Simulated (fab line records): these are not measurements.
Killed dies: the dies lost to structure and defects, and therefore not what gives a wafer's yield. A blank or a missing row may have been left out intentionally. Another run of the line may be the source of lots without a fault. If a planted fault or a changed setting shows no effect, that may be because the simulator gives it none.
Which tool is to blame? -- flow nand-harc -- 14 lots, 42 wafers sampled, at 5 steps of a route of 1159

## WHAT THE GAUGES READ, wafer by wafer
NHARC_A_START_INSPECT_01.
lot,measured,on,raw-defect-count
L829,day 6 07:17,defect-inspect-02,3 7 2
L830,day 6 17:29,defect-inspect-01,3 3 5
L832,day 7 06:44,defect-inspect-02,2 4 3
L831,day 7 07:32,defect-inspect-02,5 3 7
L834,day 7 17:17,defect-inspect-02,7 3 8
L837,day 8 13:44,defect-inspect-01,4 4 3
L836,day 8 14:11,defect-inspect-02,1 6 4
L838,day 8 21:32,defect-inspect-01,3 1 2
L842,day 10 05:53,defect-inspect-01,3 5 7
L846,day 10 15:28,defect-inspect-01,3 3 5
L845,day 10 15:35,defect-inspect-01,2 2 2
L848,day 11 10:42,defect-inspect-01,5 5 3
L850,day 11 11:59,defect-inspect-02,2 2 4
L851,day 11 21:46,defect-inspect-02,4 2 2

NHARC_A_SOURCE_PLATE_THK_MEAS_06: measures by ellipsometry.
lot,measured,on,thk-nm (nm)
L829,day 7 06:58,film-metro-01,199.7 198.8 199.2
L830,day 7 17:56,film-metro-02,200.8 198.5 202.0
L832,day 8 06:16,film-metro-01,199.0 198.2 202.5
L831,day 8 06:17,film-metro-02,201.8 202.5 201.4
L834,day 8 15:00,film-metro-02,201.9 203.9 202.9
L837,day 9 11:11,film-metro-01,198.9 200.7 199.3
L836,day 9 11:11,film-metro-02,201.3 198.6 201.5
L838,day 9 21:27,film-metro-01,199.7 203.4 201.6
L842,day 11 06:50,film-metro-01,190.6 198.1 195.5
L846,day 11 14:22,film-metro-02,200.8 197.6 197.0
L845,day 11 14:21,film-metro-02,202.3 203.5 203.4
L848,day 12 09:37,film-metro-02,196.9 197.6 196.3
L850,day 12 09:37,film-metro-01,197.7 197.7 199.3
L851,day 12 20:14,film-metro-02,201.4 200.8 202.5

NHARC_A_ONON_D1_THK_MEAS_02: measures by ellipsometry.
lot,measured,on,thk-nm (nm)
L829,day 7 07:37,film-metro-02,998 999 998
L830,day 7 18:37,film-metro-02,1006 1006 1006
L832,day 8 06:56,film-metro-01,1004 1003 1003
L831,day 8 06:58,film-metro-02,1003 1005 1004
L834,day 8 15:38,film-metro-01,988 985 986
L837,day 9 11:52,film-metro-01,1003 1003 1002
L836,day 9 11:51,film-metro-01,999 1000 1000
L838,day 9 22:09,film-metro-01,995 996 996
L842,day 11 07:31,film-metro-02,993 995 995
L846,day 11 15:02,film-metro-02,989 989 991
L845,day 11 15:01,film-metro-02,1297 1296 999 1296 1295 997
L848,day 12 10:16,film-metro-02,1288 991 991 1287 989 992
L850,day 12 10:16,film-metro-01,1022 1023 1024
L851,day 12 20:55,film-metro-02,999 998 998

NHARC_END_SORT_01.
lot,measured,on,killed-at-array,killed-at-other,killed-at-periphery,killed-dies,killed-open,killed-short
L829,day 19 05:39,prober-01,18 20 24,0 1 1,1 0 2,19 21 27,5 3 3,1 0 2
L832,day 19 13:36,prober-02,15 12 14,0 0 0,0 1 2,15 13 16,3 1 2,2 2 3
L837,day 21 02:19,prober-01,40 33 50,3 2 0,1 2 2,44 37 52,2 3 1,2 0 2
L836,day 21 20:56,prober-02,40 34 39,0 1 1,0 4 1,40 39 41,0 7 2,2 2 2
L838,day 21 23:18,prober-01,34 40 32,0 1 0,2 3 2,36 44 34,4 2 4,2 1 0
L842,day 23 13:31,prober-02,46 29 38,0 1 1,1 3 2,47 33 41,5 3 5,2 3 1
L846,day 23 05:47,prober-02,35 42 38,1 0 1,4 2 4,40 44 43,4 1 2,2 2 2
L845,day 23 21:16,prober-02,673 676 29,1 0 3,3 1 2,677 677 34,2 2 3,2 0 0
L848,day 24 05:10,prober-02,672 9 23,0 0 1,5 2 7,677 11 31,2 2 5,1 1 6

## WHICH TOOL RAN EACH LOT (tool, then ch and the chambers of the sampled wafers, then the start)
lot,NHARC_A_ONON_D1_DEP_00
L829,"pecvd-onon-02 ch 0, day 7 07:07"
L830,"pecvd-onon-04 ch 0, day 7 18:06"
L832,"pecvd-onon-03 ch 0, day 8 06:25"
L831,"pecvd-onon-02 ch 0, day 8 06:29"
L834,"pecvd-onon-02 ch 0, day 8 15:08"
L837,"pecvd-onon-04 ch 0, day 9 11:21"
L836,"pecvd-onon-02 ch 0, day 9 11:20"
L838,"pecvd-onon-04 ch 0, day 9 21:49"
L842,"pecvd-onon-02 ch 0, day 11 06:59"
L846,"pecvd-onon-02 ch 0, day 11 14:31"
L845,"pecvd-onon-04 ch 0, day 11 14:31"
L848,"pecvd-onon-04 ch 0, day 12 09:45"
L850,"pecvd-onon-03 ch 0, day 12 09:45"
L851,"pecvd-onon-02 ch 0, day 12 20:32"
- NHARC_A_ONON_D1_DEP_00: target thk 1000 nm.

## WHAT THE TOOLS THEMSELVES READ (means of the sampled wafers that have a number; where no wafer has one, the mark that the record gives instead)
The record holds no such reading with a usual standard deviation.

## THE ANSWER, worked out from the rows above alone
Rule: the usual values come from the lots themselves. The widest of any qualifying gaps counts: lots, ordered by their means at a reading, are off when they make up no more than a third of the lots, leave a main group of 4 or more, and stand apart from it by 3 or more times the standard deviation of that group's means. A main group whose means are all the same, to the digits that the tables above print for the reading, isn't used. A lot without any number at a reading at which 4 lots or more have one is off too. Any other lot the step has rows for is counted as sound. After the gauges, taken in route order, come the tools' own readings; for these a lot's mean is taken, as printed above. The first step at which some lot is off is used, and at that step the reading that is off furthest; a lot without a number counts as furthest.
Off at NHARC_A_ONON_D1_THK_MEAS_02 (thk-nm): L845, L848. Mean 1000 nm and standard deviation 8.9 in the main group.
A tool fits if, at a process step before that reading, it ran every lot that is off, and no sound lot after the first of them. Not tried: the gauges at NHARC_A_ONON_D1_THK_MEAS_02; whatever is off there is also off at NHARC_END_SORT_01, on other tools, and gauge error can't account for it. One fits: NHARC_A_ONON_D1_DEP_00 on pecvd-onon-04. A fault onset in the window from L838 (day 9 21:49, its last sound lot) to L845 (day 11 14:31, its first lot off) fits.

## WHAT WAS PUT IN BY THE SIMULATOR
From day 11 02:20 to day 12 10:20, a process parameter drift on pecvd-onon-04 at NHARC_A_ONON_D1_DEP_00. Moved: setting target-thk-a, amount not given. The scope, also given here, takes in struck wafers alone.
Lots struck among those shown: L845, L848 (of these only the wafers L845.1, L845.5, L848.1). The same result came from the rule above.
